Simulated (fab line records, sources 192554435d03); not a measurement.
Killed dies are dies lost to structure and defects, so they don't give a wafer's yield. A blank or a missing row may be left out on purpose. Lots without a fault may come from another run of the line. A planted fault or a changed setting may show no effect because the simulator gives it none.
Problem report in the 8D (eight disciplines) form, filled by code | flow n5_finfet | the parts of the form that need people (team, actions taken, sign-off) are left out

1. THE PROBLEM
spin_speed_rpm at N5_BEOL_M9_COAT_64 reads a mean of 1682.8 rpm on 6 wafers of 2 lots; wafers without a fault read 1500.2 rpm with a standard deviation of 1.1. That is +99 or more standard deviations from the usual mean.
The step: time 60 s, resist thk 12 nm.
First seen on wafer L564.1, day 12 02:53, on litho_track-04. The record holds 12 wafers of 4 lots with a number at this step. Rule for "out", or "out of limits": more than 4 standard deviations from the usual mean. The other wafers with a number count as sound.

2. WHAT IT IS AND WHAT IT IS NOT
question                    | is                     | is not
which readings at this step | spin_speed_rpm         | dispense_pressure_kPa, plate_temp_C
which lots                  | L564, L569             | L573, L576
which wafers of those lots  | all that have a number | -
read on which tools         | litho_track-04         | litho_track-03
when                        | from day 12 02:53      | up to then (0 sound wafers); but 6 sound wafers of L573, L576 came after

3. SUSPECTS, AND WHAT RULES EACH OUT
Counting: a tool at a process step up to the reading stays a suspect if it ran every lot that is out and no sound lot after the first of them.
- litho_track-04 at N5_BEOL_M9_COAT_64 (time 60 s, resist thk 12 nm): ruled out as a lasting fault. Sound lots L573 ran on it after its first lot that is out, L564 (day 12 02:53).
Left after counting: nothing in the record.

4. THE CAUSE (what the simulator had put in)
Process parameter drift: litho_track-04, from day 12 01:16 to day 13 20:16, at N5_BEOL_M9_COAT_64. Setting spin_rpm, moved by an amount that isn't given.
Counting ruled it out, wrongly.

5. THE CHAIN OF EFFECTS, in route order
Each row: a reading whose mean over the struck wafers that have a number lies more than 3 standard deviations from the usual. Only readings for which the record gives a usual standard deviation are gone through. hours: the time from each lot's start at the first step in this table that gives one to its start at this step, as a median over the lots. sigmas: the change in usual standard deviations.
hours | step               | reading        | usual      | on struck wafers | change | sigmas
0     | N5_BEOL_M9_COAT_64 | spin_speed_rpm | 1500.2 rpm | 1682.8           | +182.6 | +99 or more
The process steps in it:
- N5_BEOL_M9_COAT_64: time 60 s, resist thk 12 nm.

6. WHAT WOULD HAVE CAUGHT IT SOONER
In this record the first reading out of limits was taken at day 12 02:53, 2 hours after the fault began at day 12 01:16.
